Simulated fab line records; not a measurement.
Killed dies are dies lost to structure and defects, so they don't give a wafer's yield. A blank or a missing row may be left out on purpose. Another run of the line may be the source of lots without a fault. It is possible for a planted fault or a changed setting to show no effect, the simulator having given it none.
Code-filled problem report in 8D (eight disciplines) form || flow n5-finfet || the parts of the form that need people (team, actions taken, sign-off) are left out

## 1. THE ISSUE
Mean of killed-at-other at N5_PASSIVATION_PROBE_49: 285 across 2 wafers in 2 lots; on wafers with no fault it is 5 (standard deviation 3.3). That puts it +85 standard deviations away from the usual mean.
Earliest sighting: wafer L207.3 on prober-01 at day 16 16:44. The record holds 15 wafers of 5 lots with a number at this step. Rule for "out" (also "out of limits"): further than 4 standard deviations from the usual mean. Any other wafer with a number is counted as sound.

## 2. WHAT IT IS; WHAT IT IS NOT
{"question": "which readings at this step", "is": "killed-at-other, defect-limited-yield, killed-dies, killed-on-rim, sort-n-pass, sort-yield-pct", "is not": "killed_at_M4_up, killed-at-contacts, killed-at-front-end, killed-open, killed-short, sort_bin_4_leakage, sort_bin_5_function, sort_bin_6_memory, sort_bin_8_speed"}
{"question": "which lots", "is": "L207, L210", "is not": "L197, L203, L208"}
{"question": "which wafers of those lots", "is": "L207.3, L210.3", "is not": "L207.5, L207.6, L210.1, L210.5"}
{"question": "read on which tools", "is": "prober-01", "is not": "prober-02"}
{"question": "when", "is": "from day 16 16:44", "is not": "up to then (6 sound wafers); but 7 sound wafers of L207, L208, L210 came after"}

## 3. THE SUSPECTS, EACH WITH WHAT RULES IT OUT
Counting: a tool at a process step up to the reading stays a suspect if it ran every lot that is out. Sound lots after the first of them don't rule it out here, since some wafers of a struck lot are sound.
- pecvd-01 at N5_PASSIVATION_PECVD_01 (deposits SiNx from SiH4/NH3/N2, target thk 200 nm, time 43.2 s): kept. It ran every lot that is out, first L207 (day 16 02:10); its last sound lot up to then is L203 (day 16 01:34).
- prober-01 at N5_PASSIVATION_PROBE_49: kept. It ran every lot that is out, first L207 (day 16 16:44); its last sound lot up to then is L203 (day 16 11:34). Its own defect-limited-yield, killed-at-other, killed-dies, killed-on-rim, sort-n-pass, sort-yield-pct readings are out on those wafers.
- At N5_PASSIVATION_PECVD_01, inside pecvd-01: chamber 1 took the wafers that are out, while their sound lot-mates went through chambers 0, 2.
The count leaves prober-01 at N5_PASSIVATION_PROBE_49 and pecvd-01 at N5_PASSIVATION_PECVD_01.

## 4. THE CAUSE (what the simulator had put in)
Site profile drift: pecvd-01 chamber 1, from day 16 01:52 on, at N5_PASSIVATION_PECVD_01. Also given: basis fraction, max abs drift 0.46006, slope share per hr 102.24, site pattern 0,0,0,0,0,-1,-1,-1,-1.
Counting leaves 2 suspects; this tool is one of them.

## 5. THE CHAIN OF EFFECTS, in route order
Rows list readings where the struck wafers' mean (over those with a number) sits beyond 3 standard deviations from the usual. Readings are gone through only where the record gives a usual standard deviation; hours: the median, over the lots, of the time from a lot's start at the first step in this table giving one to that lot's start at this step; sigmas: the change measured in usual standard deviations.
{"hours": 0, "step": "N5_PASSIVATION_PROBE_49", "reading": "defect-limited-yield", "usual": "91.2 %", "on struck wafers": 66.7, "change": -24.5, "sigmas": -18}
{"hours": 0, "step": "N5_PASSIVATION_PROBE_49", "reading": "killed-at-other", "usual": 5, "on struck wafers": 285, "change": "+280", "sigmas": "+85"}
{"hours": 0, "step": "N5_PASSIVATION_PROBE_49", "reading": "killed-dies", "usual": 104, "on struck wafers": 394, "change": "+290", "sigmas": "+17"}
{"hours": 0, "step": "N5_PASSIVATION_PROBE_49", "reading": "killed-on-rim", "usual": 14, "on struck wafers": 146, "change": "+132", "sigmas": "+33"}
{"hours": 0, "step": "N5_PASSIVATION_PROBE_49", "reading": "sort-n-pass", "usual": 1074, "on struck wafers": 786, "change": -288, "sigmas": -12}
{"hours": 0, "step": "N5_PASSIVATION_PROBE_49", "reading": "sort-yield-pct", "usual": "91.1 %", "on struck wafers": 66.7, "change": -24.4, "sigmas": -12}
Here are the process steps it includes:
- N5_PASSIVATION_PROBE_49
Later steps that measure or inspect, where all struck wafers having a row at the step show a number for every such reading and not one has moved that far: N5_PASSIVATION_INSPECT_57.

## 6. HOW IT WOULD HAVE BEEN CAUGHT EARLIER
In this record the first reading out of limits was taken at day 16 16:44, 15 hours after the fault began at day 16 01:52.
An alarm limit of 4 standard deviations would not have fired on the tool readings at N5_PASSIVATION_PECVD_01 for which the record gives a usual standard deviation, since none of them was out on any struck wafer.
Of the lots that are out (2), L210 began N5_PASSIVATION_PECVD_01 on pecvd-01 after day 16 16:44. Had the tool been put on hold then, it would have been spared.
